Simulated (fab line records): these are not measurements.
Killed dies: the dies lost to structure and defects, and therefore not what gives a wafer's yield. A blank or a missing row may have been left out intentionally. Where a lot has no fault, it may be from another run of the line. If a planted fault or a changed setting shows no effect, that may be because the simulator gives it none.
fab line records    flow nand_harc
record: lots: 6  wafers: 18  last_day: 25
route steps=1159 shown A_ONON_D1@438 A_CHANNEL_HOLE_D1@450 END@1159
lots that met no fault: taken from a fault-free run of the same line
start_h: the number of hours between the record's first day and the start of the first shown wafer of the lot    wait_h: how many hours have passed since the lot's step before this one    " repeats the value in the row above    L1.1+2: a single row standing in for several wafers    - no value, or no start was given    * or withheld: withheld    < > ~ a bound
route shown NAME@n: names a module that has steps shown in the file, with the first one's number in the route    usual: the fault-free wafers' mean and standard deviation    same: alike in all rows    chamber/n: place in a boat    sites: per-site readings    _std_site: the standard deviation of these    _edge_site: the outer-site mean with the inner-site mean subtracted    radius_mm: how far each site lies from the wafer's centre    mask NAME#n: copy n    behind: the last tool/chamber to shape the wafer    hold: why the lot was held/for how many hours/how that ended    device: names the non-switching transistor (n, p or np)    end of line: the same wafers' tests at the end of the route    a step given without rows: its recipe and nothing more    killed: dies lost to structure and defects at the first sort, not the wafer's yield    map: dies across one wafer; x = killed, . = not, _ = none there
set.NAME: the setting that was run; set.NAME@STEP: the one run at that earlier step    model.NAME: the simulator's own value behind a step, which no gauge read
lots at selected steps of the route; one table per step, one row per wafer
services: when a tool's chamber went out of use (start_h, in hours from the record's first day, below 0 if earlier), for how many hours, and the reason
== steps ==
step: NHARC_A_ONON_D1_DEP_19
recipe: target_thk_a: 10000  n2_flow_sccm: 2750  n2o_flow_sccm: 2000  nh3_flow_sccm: 500  sih4_flow_sccm: 210  temp_c: 400
step: NHARC_A_ONON_D1_THK_MEAS_21
recipe: thk_meas_gauge: ellipsometry
usual: thk_nm: 999/7.3
lot.wafer  tool           chamber  start_h  wait_h  thk_nm
L917.1     film_metro-02  -        202.64   -       1016
L917.3     "              -        "        "       1017
L917.4     "              -        "        "       1014
L923.1     film_metro-01  -        243.56   -       997
L923.4     "              -        "        "       996
L923.6     "              -        "        "       995
L925.2     film_metro-02  -        243.57   -       1011
L925.4     "              -        "        "       1009
L925.5     "              -        "        "       1011
L926.1     film_metro-02  -        260.85   -       983
L926.2     "              -        "        "       980
L926.4     "              -        "        "       983
L934.3     film_metro-02  -        303.34   -       1003
L934.4     "              -        "        "       1003
L934.5     "              -        "        "       1000
L933.1     film_metro-02  -        314.30   -       1003
L933.3     "              -        "        "       1002
L933.6     "              -        "        "       1004
step: NHARC_A_ONON_D1_DEP_22
recipe: target_thk_a: 10000  n2_flow_sccm: 2750  n2o_flow_sccm: 2000  nh3_flow_sccm: 500  sih4_flow_sccm: 210  temp_c: 400
step: NHARC_A_ONON_D1_THK_MEAS_24
recipe: thk_meas_gauge: ellipsometry
usual: thk_nm: 998/10
lot.wafer  tool           chamber  start_h  wait_h  thk_nm
L917.1     film_metro-02  -        203.21   -       1009
L917.3     "              -        "        "       1011
L917.4     "              -        "        "       1011
L923.1     film_metro-01  -        244.13   -       1013
L923.4     "              -        "        "       1012
L923.6     "              -        "        "       1011
L925.2     film_metro-02  -        244.15   -       1000
L925.4     "              -        "        "       998
L925.5     "              -        "        "       999
L926.1     film_metro-01  -        261.41   -       998
L926.2     "              -        "        "       999
L926.4     "              -        "        "       1001
L934.3     film_metro-02  -        304.23   -       988
L934.4     "              -        "        "       990
L934.5     "              -        "        "       989
L933.1     film_metro-02  -        314.87   -       998
L933.3     "              -        "        "       1000
L933.6     "              -        "        "       999
step: NHARC_A_ONON_D1_DEP_25
recipe: target_thk_a: 10000  n2_flow_sccm: 2750  n2o_flow_sccm: 2000  nh3_flow_sccm: 500  sih4_flow_sccm: 210  temp_c: 400
step: NHARC_A_ONON_D1_THK_MEAS_27
recipe: thk_meas_gauge: ellipsometry
usual: thk_nm: 996/8.7
lot.wafer  tool           chamber  start_h  wait_h  thk_nm
L917.1     film_metro-02  -        203.77   -       988
L917.3     "              -        "        "       987
L917.4     "              -        "        "       988
L923.1     film_metro-02  -        244.70   -       996
L923.4     "              -        "        "       994
L923.6     "              -        "        "       995
L925.2     film_metro-02  -        244.72   -       982
L925.4     "              -        "        "       985
L925.5     "              -        "        "       985
L926.1     film_metro-01  -        261.98   -       1006
L926.2     "              -        "        "       1007
L926.4     "              -        "        "       1006
L934.3     film_metro-02  -        304.93   -       991
L934.4     "              -        "        "       993
L934.5     "              -        "        "       993
L933.1     film_metro-02  -        315.43   -       999
L933.3     "              -        "        "       1001
L933.6     "              -        "        "       1002
step: NHARC_A_ONON_D1_DEP_28
recipe: target_thk_a: 10000  n2_flow_sccm: 2750  n2o_flow_sccm: 2000  nh3_flow_sccm: 500  sih4_flow_sccm: 210  temp_c: 400
step: NHARC_A_ONON_D1_THK_MEAS_30
recipe: thk_meas_gauge: ellipsometry
usual: thk_nm: 1001/8
lot.wafer  tool           chamber  start_h  wait_h  thk_nm
L917.1     film_metro-02  -        204.34   -       996
L917.3     "              -        "        "       995
L917.4     "              -        "        "       994
L923.1     film_metro-02  -        245.27   -       1004
L923.4     "              -        "        "       1005
L923.6     "              -        "        "       1004
L925.2     film_metro-01  -        245.29   -       1000
L925.4     "              -        "        "       1000
L925.5     "              -        "        "       1001
L926.1     film_metro-01  -        262.54   -       988
L926.2     "              -        "        "       989
L926.4     "              -        "        "       988
L934.3     film_metro-02  -        305.66   -       983
L934.4     "              -        "        "       984
L934.5     "              -        "        "       982
L933.1     film_metro-02  -        316.00   -       993
L933.3     "              -        "        "       993
L933.6     "              -        "        "       992
step: NHARC_A_ONON_D1_DEP_33
recipe: target_thk_a: 2000  temp_c: 400  pressure_torr: 6.5  rf_w: 900  teos_flow_sccm: 161.4  flow_sccm: 2650  target_thk_nm: 200  gas: O2  material: SiO2
usual: flow_sccm: 2651/8  heater_power_w: 598/98  throttle_valve_pct: 16.0/0.54
lot.wafer  tool      chamber  start_h  wait_h  flow_sccm  heater_power_w  since_wet_clean_h  throttle_valve_pct
L917.3     pecvd-01  2        204.39   0.1     2638       580             135                16.2
L917.1     "         1        "        "       2662       697             136                16.4
L917.4     "         0        "        "       2658       658             -                  16.0
L923.1     pecvd-04  0        245.37   0.1     2650       633             37                 16.6
L923.6     "         2        "        "       2656       508             -                  15.7
L923.4     "         1        "        "       2651       507             -                  16.5
L925.2     pecvd-02  1        245.41   0.1     2659       487             79                 15.2
L925.5     "         0        "        "       2639       693             -                  16.6
L925.4     "         1        "        "       2654       496             -                  15.1
L926.2     pecvd-04  0        262.65   0.1     2648       654             54                 16.5
L926.1     "         1        "        "       2636       466             54                 16.6
L926.4     "         0        "        "       2657       503             -                  16.5
L934.3     pecvd-01  1        305.76   0.1     2647       742             56                 16.2
L934.4     "         0        "        "       2646       666             -                  16.1
L934.5     "         2        "        "       2659       567             -                  16.2
L933.1     pecvd-01  0        316.06   0.1     2671       685             66                 16.0
L933.3     "         2        "        "       2638       595             66                 16.3
L933.6     "         1        "        "       2655       722             -                  16.2
step: NHARC_A_ONON_D1_THK_MEAS_34
recipe: thk_meas_gauge: ellipsometry
usual: thk_nm: 200.3/2.6
lot.wafer  tool           chamber  start_h  wait_h  thk_nm
L917.1     film_metro-01  -        204.81   -       197.7
L917.3     "              -        "        "       200.8
L917.4     "              -        "        "       202.2
L923.1     film_metro-01  -        245.74   -       197.1
L923.4     "              -        "        "       201.1
L923.6     "              -        "        "       201.4
L925.2     film_metro-02  -        245.78   -       193.7
L925.4     "              -        "        "       199.5
L925.5     "              -        "        "       197.7
L926.1     film_metro-01  -        263.01   -       197.1
L926.2     "              -        "        "       193.5
L926.4     "              -        "        "       198.1
L934.3     film_metro-02  -        306.13   -       201.7
L934.4     "              -        "        "       206.8
L934.5     "              -        "        "       202.8
L933.1     film_metro-01  -        316.48   -       199.6
L933.3     "              -        "        "       195.9
L933.6     "              -        "        "       200.6
step: NHARC_A_ONON_D1_INSPECT_32
usual: raw_defect_count: 72/24
lot.wafer  tool               chamber  start_h  wait_h  raw_defect_count
L917.1     defect_inspect-02  -        204.90   0.0     90
L917.3     "                  -        "        "       65
L917.4     "                  -        "        "       53
L923.1     defect_inspect-01  -        245.80   0.0     43
L923.4     "                  -        "        "       54
L923.6     "                  -        "        "       74
L925.2     defect_inspect-02  -        245.87   0.0     56
L925.4     "                  -        "        "       45
L925.5     "                  -        "        "       41
L926.1     defect_inspect-01  -        263.08   0.0     98
L926.2     "                  -        "        "       52
L926.4     "                  -        "        "       69
L934.3     defect_inspect-01  -        306.20   0.0     67
L934.4     "                  -        "        "       48
L934.5     "                  -        "        "       70
L933.1     defect_inspect-01  -        316.56   0.0     65
L933.3     "                  -        "        "       57
L933.6     "                  -        "        "       59
step: NHARC_A_CHANNEL_HOLE_D1_DEP_00
recipe: target_thk_a: 31000  temp_c: 400  material: aC
usual: throttle_valve_pct: 35.000/0.0092
lot.wafer  tool        chamber  start_h  wait_h  throttle_valve_pct
L917.1     acl_dep-03  0        204.96   0.1     34.995
L917.3     "           0        "        "       34.998
L917.4     "           0        "        "       35.003
L917.1     acl_dep-03  0        207.11   1.8     34.997
L917.3     "           0        "        "       35.006
L917.4     "           0        "        "       35.000
L923.1     acl_dep-03  0        245.87   0.1     35.008
L923.4     "           0        "        "       35.005
L923.6     "           0        "        "       35.009
L923.1     acl_dep-02  0        248.02   1.8     34.991
L923.4     "           0        "        "       34.999
L923.6     "           0        "        "       35.004
L925.2     acl_dep-02  0        246.25   0.4     35.004
L925.4     "           0        "        "       34.988
L925.5     "           0        "        "       35.012
L926.1     acl_dep-02  0        263.14   0.1     34.991
L926.2     "           0        "        "       34.991
L926.4     "           0        "        "       35.011
L934.3     acl_dep-03  0        306.89   0.7     35.003
L934.4     "           0        "        "       34.999
L934.5     "           0        "        "       35.011
L933.1     acl_dep-01  0        316.63   0.1     35.003
L933.3     "           0        "        "       35.005
L933.6     "           0        "        "       34.990
step: NHARC_A_CHANNEL_HOLE_D1_DEP_01
recipe: target_thk_a: 1400  target_thk_nm: 140  temp_c: 400  pressure_torr: 3.5  flow_sccm: 200  rf_w: 350  material: SiON
usual: heater_power_w: 779/79
lot.wafer  tool      chamber  start_h  wait_h  heater_power_w  since_wet_clean_h
L917.1     pecvd-01  1        209.37   1.9     902             140
L917.3     "         0        "        "       910             140
L917.4     "         2        "        "       800             -
L925.2     pecvd-03  0        248.05   1.5     703             124
L925.5     "         2        "        "       784             -
L925.4     "         0        "        "       735             -
L923.1     pecvd-03  2        250.18   1.8     831             126
L923.4     "         2        "        "       803             -
L923.6     "         0        "        "       674             -
L926.2     pecvd-04  1        265.11   1.3     707             57
L926.1     "         2        "        "       717             57
L926.4     "         0        "        "       856             -
L934.3     pecvd-03  0        308.21   1.0     720             3
L934.5     "         2        "        "       744             -
L934.4     "         0        "        "       723             -
L933.3     pecvd-01  0        318.58   1.0     830             69
L933.1     "         1        "        "       939             69
L933.6     "         1        "        "       935             -
step: NHARC_END_SORT_01
recipe: temp_c: 25
usual: killed_at_array: 28/11  killed_at_other: 0.7/1.1  killed_at_periphery: 2.9/2  killed_dies: 32/11  killed_open: 3.2/1.8  killed_short: 2.0/1.4
same: gross_dies: 677
lot.wafer  tool       chamber  start_h  wait_h  killed_at_array  killed_at_other  killed_at_periphery  killed_dies  killed_open  killed_short
L917.1     prober-02  0        466.70   2.5     670              0                7                    677          2            2
L917.3     prober-02  0        468.32   3.1     675              0                2                    677          2            2
L917.4     prober-02  0        469.13   3.4     675              0                2                    677          4            1
L923.1     prober-02  0        509.98   2.4     677              0                0                    677          1            1
L923.4     prober-02  0        512.37   3.4     676              0                1                    677          4            2
L923.6     prober-02  0        513.96   4.0     673              0                4                    677          3            2
L926.1     prober-01  0        517.08   2.5     42               0                3                    45           3            1
L926.2     prober-01  0        517.87   2.8     42               1                1                    44           2            1
L926.4     prober-01  0        519.47   3.4     42               0                2                    44           3            2
L933.1     prober-02  0        594.91   2.5     23               1                9                    33           4            2
L933.3     prober-02  0        596.51   3.1     38               1                5                    44           4            3
L933.6     prober-02  0        598.91   4.0     21               1                4                    26           2            2
killed by level:class
L917.1 A_CHANNEL_HOLE_D1:area_dep=647 A_CHANNEL_HOLE_D1:chamber_film_flake=16 P_M0:chamber_film_flake=3 A_CONTACT:geometric_particle:open=2 P_ZERO_WELL:chamber_film_flake=2 A_ZERO_WELL:chamber_film_flake=2 P_CONTACT:geometric_particle:short=1 A_SOURCE_PLATE:geometric_particle:short=1
L917.3 A_CHANNEL_HOLE_D1:area_dep=652 A_CHANNEL_HOLE_D1:chamber_film_flake=9 A_CONTACT:chamber_film_flake=5 A_STAIRCASE:chamber_film_flake=4 A_ZERO_WELL:chamber_film_flake=2 P_GATE:geometric_particle:open=1 A_CHANNEL_HOLE_D1:geometric_particle:open=1 A_WL_FILL:geometric_particle:short=1
L917.4 A_CHANNEL_HOLE_D1:area_dep=652 A_CHANNEL_HOLE_D1:chamber_film_flake=13 A_CONTACT:geometric_particle:open=2 A_ZERO_WELL:chamber_film_flake=2 A_CONTACT:chamber_film_flake=2 P_M0:geometric_particle:open=1 A_ONON_D1:geometric_particle:short=1 A_M0:geometric_particle:open=1
L923.1 A_CHANNEL_HOLE_D1:area_dep=667 A_CHANNEL_HOLE_D1:chamber_film_flake=4 A_WL_FILL:geometric_particle:short=1 A_M0:geometric_particle:open=1 A_STAIRCASE:chamber_film_flake=1 A_SGD_CUT:chamber_film_flake=1 A_WL_FILL:chamber_film_flake=1 A_CONTACT:chamber_film_flake=1
L923.4 A_CHANNEL_HOLE_D1:area_dep=661 A_STAIRCASE:chamber_film_flake=3 A_SGD_CUT:chamber_film_flake=3 A_CONTACT:chamber_film_flake=3 P_CONTACT:geometric_particle:open=1 A_SOURCE_PLATE:geometric_particle:short=1 A_CHANNEL_HOLE_D1:geometric_particle:open=1 A_CHANNEL_HOLE_D1:geometric_particle:short=1
L923.6 A_CHANNEL_HOLE_D1:area_dep=656 A_CHANNEL_HOLE_D1:chamber_film_flake=6 A_STAIRCASE:chamber_film_flake=5 P_M0:geometric_particle:open=2 A_CONTACT:chamber_film_flake=2 P_STI:geometric_particle:short=1 A_ONON_D1:geometric_particle:short=1 A_CONTACT:geometric_particle:open=1
L926.1 A_CHANNEL_HOLE_D1:chamber_film_flake=23 A_SLIT:chamber_film_flake=13 A_CONTACT:chamber_film_flake=3 A_ONON_D1:geometric_particle:open=2 P_CONTACT:geometric_particle:open=1 A_SGD_CUT:geometric_particle:short=1 P_ZERO_WELL:chamber_film_flake=1 P_STI:chamber_film_flake=1
L926.2 A_CHANNEL_HOLE_D1:chamber_film_flake=21 A_SLIT:chamber_film_flake=11 A_CONTACT:chamber_film_flake=7 A_WL_FILL:geometric_particle:short=1 A_CONTACT:geometric_particle:open=1 P_ZERO_WELL:chamber_film_flake=1 STARTING-WAFER:geometric_particle:open=1 A_STAIRCASE:chamber_film_flake=1
L926.4 A_CHANNEL_HOLE_D1:chamber_film_flake=20 A_SLIT:chamber_film_flake=13 A_CONTACT:chamber_film_flake=5 A_ONON_D1:geometric_particle:open=2 P_GATE:geometric_particle:short=1 P_GATE:geometric_particle:open=1 A_WL_FILL:geometric_particle:short=1 A_STAIRCASE:chamber_film_flake=1
L933.1 A_SLIT:chamber_film_flake=17 P_M2:chamber_film_flake=4 P_M1:geometric_particle:open=2 A_CHANNEL_FILL_D1:chamber_film_flake=2 P_M0:geometric_particle:open=1 A_STAIRCASE:geometric_particle:short=1 A_WL_FILL:geometric_particle:short=1 A_CONTACT:geometric_particle:open=1
L933.3 A_SLIT:chamber_film_flake=23 A_CHANNEL_HOLE_D1:chamber_film_flake=5 A_CONTACT:geometric_particle:open=2 P_M2:chamber_film_flake=2 A_CHANNEL_HOLE_D1:unspecified=2 P_M0:geometric_particle:open=1 P_M2:geometric_particle:short=1 P_M2:geometric_particle:open=1
L933.6 A_SLIT:chamber_film_flake=14 A_CHANNEL_FILL_D1:chamber_film_flake=2 A_STAIRCASE:chamber_film_flake=2 P_GATE:geometric_particle:open=1 A_CHANNEL_FILL_D1:geometric_particle:short=1 A_M0:geometric_particle:open=1 P_ZERO_WELL:chamber_film_flake=1 P_STI:chamber_film_flake=1
map L917.1 (x killed, . not)
____________x____________
_________xxxxxxx_________
_______xxxxxxxxxxx_______
______xxxxxxxxxxxxx______
_____xxxxxxxxxxxxxxx_____
____xxxxxxxxxxxxxxxxx____
____xxxxxxxxxxxxxxxxx____
___xxxxxxxxxxxxxxxxxxx___
___xxxxxxxxxxxxxxxxxxx___
__xxxxxxxxxxxxxxxxxxxxx__
__xxxxxxxxxxxxxxxxxxxxx__
_xxxxxxxxxxxxxxxxxxxxxxx_
_xxxxxxxxxxxxxxxxxxxxxxx_
_xxxxxxxxxxxxxxxxxxxxxxx_
_xxxxxxxxxxxxxxxxxxxxxxx_
_xxxxxxxxxxxxxxxxxxxxxxx_
xxxxxxxxxxxxxxxxxxxxxxxxx
xxxxxxxxxxxxxxxxxxxxxxxxx
xxxxxxxxxxxxxxxxxxxxxxxxx
xxxxxxxxxxxxxxxxxxxxxxxxx
xxxxxxxxxxxxxxxxxxxxxxxxx
_xxxxxxxxxxxxxxxxxxxxxxx_
_xxxxxxxxxxxxxxxxxxxxxxx_
_xxxxxxxxxxxxxxxxxxxxxxx_
_xxxxxxxxxxxxxxxxxxxxxxx_
_xxxxxxxxxxxxxxxxxxxxxxx_
__xxxxxxxxxxxxxxxxxxxxx__
__xxxxxxxxxxxxxxxxxxxxx__
___xxxxxxxxxxxxxxxxxxx___
___xxxxxxxxxxxxxxxxxxx___
____xxxxxxxxxxxxxxxxx____
____xxxxxxxxxxxxxxxxx____
_____xxxxxxxxxxxxxxx_____
______xxxxxxxxxxxxx______
_______xxxxxxxxxxx_______
_________xxxxxxx_________
____________x____________
map L923.1 (x killed, . not)
____________x____________
_________xxxxxxx_________
_______xxxxxxxxxxx_______
______xxxxxxxxxxxxx______
_____xxxxxxxxxxxxxxx_____
____xxxxxxxxxxxxxxxxx____
____xxxxxxxxxxxxxxxxx____
___xxxxxxxxxxxxxxxxxxx___
___xxxxxxxxxxxxxxxxxxx___
__xxxxxxxxxxxxxxxxxxxxx__
__xxxxxxxxxxxxxxxxxxxxx__
_xxxxxxxxxxxxxxxxxxxxxxx_
_xxxxxxxxxxxxxxxxxxxxxxx_
_xxxxxxxxxxxxxxxxxxxxxxx_
_xxxxxxxxxxxxxxxxxxxxxxx_
_xxxxxxxxxxxxxxxxxxxxxxx_
xxxxxxxxxxxxxxxxxxxxxxxxx
xxxxxxxxxxxxxxxxxxxxxxxxx
xxxxxxxxxxxxxxxxxxxxxxxxx
xxxxxxxxxxxxxxxxxxxxxxxxx
xxxxxxxxxxxxxxxxxxxxxxxxx
_xxxxxxxxxxxxxxxxxxxxxxx_
_xxxxxxxxxxxxxxxxxxxxxxx_
_xxxxxxxxxxxxxxxxxxxxxxx_
_xxxxxxxxxxxxxxxxxxxxxxx_
_xxxxxxxxxxxxxxxxxxxxxxx_
__xxxxxxxxxxxxxxxxxxxxx__
__xxxxxxxxxxxxxxxxxxxxx__
___xxxxxxxxxxxxxxxxxxx___
___xxxxxxxxxxxxxxxxxxx___
____xxxxxxxxxxxxxxxxx____
____xxxxxxxxxxxxxxxxx____
_____xxxxxxxxxxxxxxx_____
______xxxxxxxxxxxxx______
_______xxxxxxxxxxx_______
_________xxxxxxx_________
____________x____________
== services ==
tool        chamber  start_h  hours  kind
pecvd-04    -        195.32   13.0   pm
pecvd-04    0        195.32   13.0   vent_cycle
pecvd-04    1        195.32   13.0   vent_cycle
pecvd-04    2        195.32   13.0   vent_cycle
pecvd-04    0        208.32   -      clean
pecvd-04    1        208.32   -      clean
pecvd-04    2        208.32   -      clean
acl_dep-03  -        223.24   13.0   pm
pecvd-03    0        226.21   5.2    repair
pecvd-01    -        237.00   13.0   pm
pecvd-01    0        237.00   13.0   vent_cycle
pecvd-01    1        237.00   13.0   vent_cycle
pecvd-01    2        237.00   13.0   vent_cycle
pecvd-01    0        250.00   -      clean
pecvd-01    1        250.00   -      clean
pecvd-01    2        250.00   -      clean
pecvd-04    -        269.95   1.4    repair
pecvd-03    -        292.31   13.0   pm
pecvd-03    0        292.31   13.0   vent_cycle
pecvd-03    1        292.31   13.0   vent_cycle
pecvd-03    2        292.31   13.0   vent_cycle
acl_dep-01  -        294.03   13.0   pm
pecvd-03    0        305.31   -      clean
pecvd-03    1        305.31   -      clean
== key ==
first_sign: step: NHARC_A_CHANNEL_HOLE_D1_DEP_00  reading: visit  direction: added
effect: step: NHARC_END_SORT_01  reading: killed_at_array  direction: up  sigmas: 59  usual: 28  struck: 674
more_kills_born_at: NHARC_A_CHANNEL_HOLE_D1_DEP_00@acl_dep-02: 1985  NHARC_A_CHANNEL_HOLE_D1_DEP_00@acl_dep-03: 1951
met_at NHARC_A_CHANNEL_HOLE_D1_DEP_00
struck_wafers L917.1,L917.3,L917.4,L923.1,L923.4,L923.6
later_rows_left_out L917.1,L917.3,L917.4,L923.1,L923.4,L923.6
tester_left_out L917,L923
fault: kind: repeated_step_whole  tool: acl_dep-01,acl_dep-02,acl_dep-03  chamber: -  onset_h: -  steps: NHARC_A_CHANNEL_HOLE_D1_DEP_00  times: 1  scope: struck_lots_only
tester_left_out: of these lots the tester's yield and bins aren't shown, on N5 and GAA mostly nor the transistor test; their killed dies are dies lost to structure and defects alone, not to doping, threshold or leakage, so they don't give the yield
later_rows_left_out: the simulator's readings of these wafers behind a module that went badly wrong aren't trusted and aren't shown, but for the sort
